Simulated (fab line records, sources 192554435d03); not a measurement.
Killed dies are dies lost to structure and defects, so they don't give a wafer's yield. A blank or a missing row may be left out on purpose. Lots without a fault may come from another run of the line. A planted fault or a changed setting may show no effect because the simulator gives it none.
Which tool did it? | flow n5_finfet | 13 lots, 39 wafers sampled, at 8 steps of a route of 1938

WHAT THE GAUGES READ, wafer by wafer
N5_BEOL_M11_INSPECT_13: inspects for defects (brightfield). Usual: raw_defect_count 419, standard deviation 110.
lot  | measured     | on                | raw_defect_count | flag
L513 | day 12 17:43 | defect_inspect-02 | 466 450 581      |
L514 | day 13 07:47 | defect_inspect-01 | 319 284 320      |
L512 | day 13 12:08 | defect_inspect-01 | 493 379 381      |
L515 | day 13 19:43 | defect_inspect-01 | 383 497 370      |
L516 | day 13 19:57 | defect_inspect-01 | 319 354 296      |
L517 | day 14 07:46 | defect_inspect-01 | 310 357 422      |
L518 | day 14 14:59 | defect_inspect-01 | 309 367 321      |
L521 | day 14 19:19 | defect_inspect-02 | 340 370 383      |
L519 | day 14 23:14 | defect_inspect-02 | 462 462 484      |
L524 | day 15 07:38 | defect_inspect-01 | 399 315 227      |
L522 | day 15 07:54 | defect_inspect-01 | 338 401 458      |
L532 | day 18 00:37 | defect_inspect-02 | 307 440 418      |
L534 | day 18 09:22 | defect_inspect-01 | 251 337 296      |

N5_BEOL_M11_OVL_MEAS_29. Usual: V10_OVL 0.4 nm, standard deviation 0.79.
lot  | measured     | on         | V10_OVL (nm)   | flag
L513 | day 12 18:36 | overlay-01 | -0.1 0.3 0.5   |
L514 | day 13 10:40 | overlay-01 | 0.6 1.2 0.8    |
L512 | day 13 14:53 | overlay-02 | -0.9 -1.1 -0.9 |
L515 | day 13 20:40 | overlay-02 | 0.6 0.9 0.3    |
L516 | day 13 20:53 | overlay-01 | 1.7 2.5 2.1    |
L517 | day 14 09:09 | overlay-01 | 1.2 0.6 0.3    |
L518 | day 14 17:59 | overlay-01 | 0.6 1.2 0.9    |
L521 | day 14 21:46 | overlay-01 | 0.3 0.0 1.7    |
L519 | day 15 00:52 | overlay-01 | 1.1 0.5 0.5    |
L524 | day 15 11:49 | overlay-02 | -0.1 0.5 -1.3  |
L522 | day 15 11:40 | overlay-01 | 0.9 1.1 1.7    |
L532 | day 18 03:00 | overlay-02 | 0.7 1.1 0.3    |
L534 | day 18 13:24 | overlay-02 | 0.4 -0.9 0.6   |

N5_BEOL_M11_OCD_MEAS_38. Usual: trench_depth_nm 149.2 nm, standard deviation 2.1.
lot  | measured     | on     | trench_depth_nm (nm) | flag
L513 | day 12 19:48 | ocd-02 | 147.2 150.5 149.7    |
L514 | day 13 11:13 | ocd-02 | 150.6 149.5 150.0    |
L512 | day 13 15:26 | ocd-01 | 146.9 148.9 152.0    |
L515 | day 13 21:13 | ocd-01 | 151.1 152.1 154.2    |
L516 | day 13 21:40 | ocd-02 | 149.8 148.4 149.9    |
L517 | day 14 09:50 | ocd-01 | 150.9 150.2 149.6    |
L518 | day 14 18:37 | ocd-02 | 146.5 148.7 149.5    |
L521 | day 14 22:19 | ocd-02 | 147.8 148.5 145.1    |
L519 | day 15 01:25 | ocd-01 | 150.1 149.6 150.4    |
L524 | day 15 12:41 | ocd-01 | 148.0 148.4 148.3    |
L522 | day 15 12:13 | ocd-02 | 66.7 53.1 149.3      | OFF
L532 | day 18 03:34 | ocd-02 | 150.5 147.5 150.3    |
L534 | day 18 13:57 | ocd-02 | 148.2 148.5 151.4    |

N5_BEOL_M11_THK_MEAS_53: measures by xrf. Usual: M11_THK 140.1 nm, standard deviation 2.5.
lot  | measured     | on            | M11_THK (nm)      | flag
L513 | day 12 23:47 | film_metro-01 | 138.2 140.6 141.8 |
L514 | day 13 14:11 | film_metro-01 | 142.0 139.7 141.8 |
L512 | day 13 17:43 | film_metro-01 | 139.2 142.5 144.1 |
L515 | day 13 23:59 | film_metro-02 | 141.7 141.0 145.0 |
L516 | day 14 00:52 | film_metro-02 | 139.0 139.1 141.1 |
L517 | day 14 12:44 | film_metro-02 | 139.5 139.4 140.2 |
L518 | day 14 21:35 | film_metro-02 | 137.2 136.8 137.5 |
L521 | day 15 00:24 | film_metro-01 | 138.5 138.3 134.9 |
L519 | day 15 03:56 | film_metro-01 | 140.4 140.2 140.3 |
L524 | day 15 16:20 | film_metro-02 | 136.4 137.9 137.4 |
L522 | day 15 14:43 | film_metro-01 | - - 141.0         |
L532 | day 18 05:34 | film_metro-02 | 141.4 141.5 142.2 |
L534 | day 18 16:19 | film_metro-02 | 138.8 139.0 143.2 |

N5_BEOL_M11_RS_MEAS_57: measures by four-point-probe. Usual: M11_RS 0.1505 ohm/sq, standard deviation 0.0027.
lot  | measured     | on            | M11_RS (ohm/sq)      | flag
L513 | day 12 23:55 | film_metro-01 | 0.1537 0.1503 0.1496 |
L514 | day 13 14:19 | film_metro-01 | 0.1484 0.1496 0.1479 |
L512 | day 13 17:56 | film_metro-02 | 0.1523 0.1490 0.1466 |
L515 | day 14 00:07 | film_metro-01 | 0.1488 0.1486 0.1447 |
L516 | day 14 00:59 | film_metro-02 | 0.1518 0.1507 0.1496 |
L517 | day 14 12:52 | film_metro-01 | 0.1497 0.1504 0.1499 |
L518 | day 14 21:42 | film_metro-02 | 0.1524 0.1533 0.1521 |
L521 | day 15 00:31 | film_metro-01 | 0.1538 0.1530 0.1578 |
L519 | day 15 04:04 | film_metro-01 | 0.1500 0.1503 0.1501 |
L524 | day 15 16:28 | film_metro-01 | 0.1527 0.1509 0.1519 |
L522 | day 15 14:50 | film_metro-01 | - - 0.1503           |
L532 | day 18 05:41 | film_metro-02 | 0.1481 0.1488 0.1482 |
L534 | day 18 16:26 | film_metro-02 | 0.1522 0.1527 0.1472 |

WHICH TOOL RAN EACH LOT (tool, then ch and the chambers of the sampled wafers, then the start)
lot  | N5_BEOL_M11_DESCUM_16              | N5_BEOL_M11_HM_OPEN_17            | N5_BEOL_M11_VIA_ETCH_34
L513 | rie_diel-06 ch 0,2,3, day 12 17:45 | rie_metal-03 ch 0,1, day 12 18:01 | rie_diel-05 ch 0,2,3, day 12 19:31
L514 | rie_diel-06 ch 0,2,3, day 13 07:53 | rie_metal-03 ch 0,1, day 13 08:10 | rie_diel-02 ch 0,1,2, day 13 10:55
L512 | rie_diel-06 ch 0,2,3, day 13 12:42 | rie_metal-01 ch 0,1, day 13 12:58 | rie_diel-05 ch 0,1,3, day 13 15:08
L515 | rie_diel-02 ch 1,2,3, day 13 19:46 | rie_metal-02 ch 0,1, day 13 20:02 | rie_diel-02 ch 0,1,3, day 13 20:55
L516 | rie_diel-06 ch 2,3, day 13 19:59   | rie_metal-01 ch 0,1, day 13 20:16 | rie_diel-02 ch 1,3, day 13 21:23
L517 | rie_diel-05 ch 1,3, day 14 07:48   | rie_metal-03 ch 1, day 14 08:04   | rie_diel-02 ch 1,2,3, day 14 09:33
L518 | rie_diel-06 ch 0,1,2, day 14 15:01 | rie_metal-02 ch 0,1, day 14 15:17 | rie_diel-06 ch 0,1,2, day 14 18:20
L521 | rie_diel-05 ch 0,2, day 14 19:52   | rie_metal-03 ch 0, day 14 20:09   | rie_diel-06 ch 0,3, day 14 22:01
L519 | rie_diel-06 ch 0,1,3, day 14 23:22 | rie_metal-02 ch 0,1, day 14 23:40 | rie_diel-06 ch 0,1, day 15 01:07
L524 | rie_diel-06 ch 1,3, day 15 07:40   | rie_metal-03 ch 0,1, day 15 07:56 | rie_diel-06 ch 0,1, day 15 12:23
L522 | rie_diel-02 ch 0,1,3, day 15 07:56 | rie_metal-03 ch 0,1, day 15 08:13 | rie_diel-06 ch 1,2,3, day 15 11:55
L532 | rie_diel-06 ch 2,3, day 18 00:54   | rie_metal-01 ch 0,1, day 18 01:10 | rie_diel-06 ch 1,2,3, day 18 03:16
L534 | rie_diel-05 ch 1,2, day 18 09:39   | rie_metal-01 ch 0, day 18 09:55   | rie_diel-02 ch 0,1,3, day 18 13:40
- N5_BEOL_M11_DESCUM_16: chemistry O2, time 7.9 s.
- N5_BEOL_M11_HM_OPEN_17: chemistry Cl2/BCl3, target TiN, target depth 20 nm, overetch 6 nm.
- N5_BEOL_M11_VIA_ETCH_34: etches SiCOH lowk in C4F6/O2, target depth 184.5 nm, time 69.2 s.

WHAT THE TOOLS THEMSELVES READ (means of the sampled wafers that have a number; where no wafer has one, the mark that the record gives instead)
N5_BEOL_M11_DESCUM_16. Usual: chamber_pressure_mTorr 20.001 mTorr, standard deviation 0.018; drypump_motor_current_A 5.8 A, standard deviation 0.47; o2_flow_sccm 225.2 sccm, standard deviation 0.64; oes_product_au 0.79 a.u., standard deviation 0.086; rf_fwd_power_W 49.41 W, standard deviation 0.23; rf_vpp_V 242.9 V, standard deviation 1.6; showerhead_plenum_p_Torr 2.07 Torr, standard deviation 0.088; throttle_valve_pct 20.5 %, standard deviation 0.32.
lot  | tool        | chamber_pressure_mTorr (mTorr) | drypump_motor_current_A (A) | o2_flow_sccm (sccm) | oes_product_au (a.u.) | rf_fwd_power_W (W) | rf_vpp_V (V) | showerhead_plenum_p_Torr (Torr) | throttle_valve_pct (%) | flag
L513 | rie_diel-06 | 20.005                         | 5.8                         | 225.3               | 0.76                  | 49.50              | 241.2        | 2.01                            | 20.6                   |
L514 | rie_diel-06 | 19.999                         | 5.8                         | 225.3               | 0.75                  | 49.42              | 242.0        | 2.00                            | 20.7                   |
L512 | rie_diel-06 | 19.992                         | 5.8                         | 225.4               | 0.76                  | 49.46              | 242.6        | 2.00                            | 20.7                   |
L515 | rie_diel-02 | 19.995                         | 5.7                         | 225.0               | 0.82                  | 49.25              | 244.5        | 2.11                            | 20.5                   |
L516 | rie_diel-06 | 20.005                         | 6.0                         | 225.4               | 0.73                  | 49.39              | 241.5        | 2.02                            | 20.7                   |
L517 | rie_diel-05 | 20.018                         | 5.4                         | 225.1               | 0.87                  | 49.28              | 243.7        | 2.12                            | 20.2                   |
L518 | rie_diel-06 | 20.000                         | 6.0                         | 224.2               | 0.76                  | 49.57              | 242.2        | 2.03                            | 20.7                   |
L521 | rie_diel-05 | 19.994                         | 5.9                         | 224.7               | 0.77                  | 49.48              | 244.3        | 2.12                            | 20.7                   |
L519 | rie_diel-06 | 20.000                         | 5.9                         | 225.6               | 0.70                  | 49.53              | 242.0        | 1.98                            | 20.8                   |
L524 | rie_diel-06 | 19.991                         | 6.3                         | 224.0               | 0.70                  | 49.47              | 241.9        | 2.04                            | 20.8                   |
L522 | rie_diel-02 | 19.986                         | 6.0                         | 225.8               | 0.84                  | 49.09              | 244.3        | 2.14                            | 20.3                   |
L532 | rie_diel-06 | 19.994                         | 6.1                         | 225.3               | 0.86                  | 49.60              | 244.9        | 2.15                            | 20.6                   |
L534 | rie_diel-05 | 19.994                         | 5.9                         | 225.5               | 0.76                  | 49.58              | 243.4        | 2.14                            | 20.7                   |

N5_BEOL_M11_HM_OPEN_17. Usual: bias_w 126.0 W, standard deviation 0.34; chamber_pressure_mTorr 9.998 mTorr, standard deviation 0.013; drypump_motor_current_A 5.2 A, standard deviation 0.35; oes_product_au 0.71 a.u., standard deviation 0.041; rf_fwd_power_W 992 W, standard deviation 3.8; throttle_valve_pct 22.19 %, standard deviation 0.23.
lot  | tool         | bias_w (W) | chamber_pressure_mTorr (mTorr) | drypump_motor_current_A (A) | oes_product_au (a.u.) | rf_fwd_power_W (W) | throttle_valve_pct (%) | flag
L513 | rie_metal-03 | 126.1      | 9.999                          | 5.1                         | 0.69                  | 991                | 22.05                  |
L514 | rie_metal-03 | 126.2      | 9.999                          | 5.3                         | 0.67                  | 998                | 22.12                  |
L512 | rie_metal-01 | 125.8      | 10.002                         | 5.3                         | 0.76                  | 995                | 22.40                  |
L515 | rie_metal-02 | 125.8      | 10.003                         | 5.6                         | 0.69                  | 988                | 21.83                  |
L516 | rie_metal-01 | 125.9      | 9.997                          | 5.1                         | 0.77                  | 993                | 22.33                  |
L517 | rie_metal-03 | 126.3      | 9.999                          | 5.3                         | 0.65                  | 996                | 22.23                  |
L518 | rie_metal-02 | 126.5      | 9.993                          | 5.4                         | 0.70                  | 988                | 21.99                  |
L521 | rie_metal-03 | 125.9      | 10.005                         | 5.0                         | 0.69                  | 990                | 21.97                  |
L519 | rie_metal-02 | 126.0      | 10.001                         | 5.6                         | 0.68                  | 991                | 21.83                  |
L524 | rie_metal-03 | 126.3      | 9.999                          | 5.1                         | 0.68                  | 991                | 22.05                  |
L522 | rie_metal-03 | 125.9      | 9.997                          | 5.3                         | 0.63                  | 986                | 22.19                  |
L532 | rie_metal-01 | 126.2      | 10.001                         | 5.1                         | 0.72                  | 995                | 22.36                  |
L534 | rie_metal-01 | 126.1      | 9.994                          | 4.8                         | 0.73                  | 993                | 22.28                  |

N5_BEOL_M11_VIA_ETCH_34. Usual: bias_w 185.1 W, standard deviation 0.54; chamber_pressure_mTorr 30.000 mTorr, standard deviation 0.028; drypump_motor_current_A 5.8 A, standard deviation 0.48; oes_product_au 0.80 a.u., standard deviation 0.084; rf_fwd_power_W 342.2 W, standard deviation 1.3; rf_vpp_V 670 V, standard deviation 11; showerhead_plenum_p_Torr 2.82 Torr, standard deviation 0.11; throttle_valve_pct 21.0 %, standard deviation 0.32.
lot  | tool        | bias_w (W) | chamber_pressure_mTorr (mTorr) | drypump_motor_current_A (A) | oes_product_au (a.u.) | rf_fwd_power_W (W) | rf_vpp_V (V) | showerhead_plenum_p_Torr (Torr) | throttle_valve_pct (%) | flag
L513 | rie_diel-05 | 185.1      | 29.987                         | 5.6                         | 0.78                  | 342.7              | 664          | 2.85                            | 21.0                   |
L514 | rie_diel-02 | 184.6      | 29.984                         | 6.0                         | 0.83                  | 341.8              | 678          | 2.88                            | 20.7                   |
L512 | rie_diel-05 | 185.1      | 29.995                         | 5.5                         | 0.86                  | 342.7              | 667          | 2.84                            | 20.8                   |
L515 | rie_diel-02 | 185.0      | 30.003                         | 6.0                         | 0.87                  | 341.7              | 673          | 2.93                            | 20.8                   |
L516 | rie_diel-02 | 185.3      | 29.973                         | 5.7                         | 0.84                  | 341.3              | 674          | 2.91                            | 21.1                   |
L517 | rie_diel-02 | 185.3      | 29.986                         | 5.7                         | 0.81                  | 341.4              | 680          | 2.87                            | 21.0                   |
L518 | rie_diel-06 | 185.2      | 30.004                         | 5.9                         | 0.76                  | 342.5              | 665          | 2.76                            | 21.2                   |
L521 | rie_diel-06 | 185.4      | 30.002                         | 5.5                         | 0.72                  | 342.3              | 670          | 2.64                            | 21.2                   |
L519 | rie_diel-06 | 184.8      | 29.978                         | 5.6                         | 0.72                  | 344.2              | 661          | 2.67                            | 21.2                   |
L524 | rie_diel-06 | 184.7      | 29.992                         | 6.1                         | 0.72                  | 342.3              | 660          | 2.74                            | 21.3                   |
L522 | rie_diel-06 | 185.3      | 30.045                         | 6.2                         | 0.55                  | 342.3              | 674          | 2.80                            | 21.1                   |
L532 | rie_diel-06 | 185.6      | 30.006                         | 6.2                         | 0.82                  | 342.6              | 677          | 2.90                            | 21.1                   |
L534 | rie_diel-02 | 184.9      | 30.001                         | 6.0                         | 0.81                  | 341.0              | 673          | 2.91                            | 20.8                   |

THE ANSWER, worked out from the rows above alone
Rule: a lot is off if the mean of its wafers that have a number lies more than 3 standard deviations from the usual mean. A lot without any number at a reading at which 4 lots or more have one is off too. The other lots that the step has rows for count as sound. The gauges are gone through in route order, then the tools' own readings, and for those a lot's mean is taken as printed above. The first step at which some lot is off is used, and at that step the reading that is off furthest; a lot without a number counts as furthest.
Off: L522, at N5_BEOL_M11_OCD_MEAS_38 (trench_depth_nm).
A tool fits if, at a process step before that reading, it ran every lot that is off, and no sound lot after the first of them. The gauges at N5_BEOL_M11_OCD_MEAS_38 are tried like those tools. Can't be told from this: 2 tools fit, rie_diel-02 at N5_BEOL_M11_DESCUM_16, rie_metal-03 at N5_BEOL_M11_HM_OPEN_17.

WHAT THE SIMULATOR HAD PUT IN
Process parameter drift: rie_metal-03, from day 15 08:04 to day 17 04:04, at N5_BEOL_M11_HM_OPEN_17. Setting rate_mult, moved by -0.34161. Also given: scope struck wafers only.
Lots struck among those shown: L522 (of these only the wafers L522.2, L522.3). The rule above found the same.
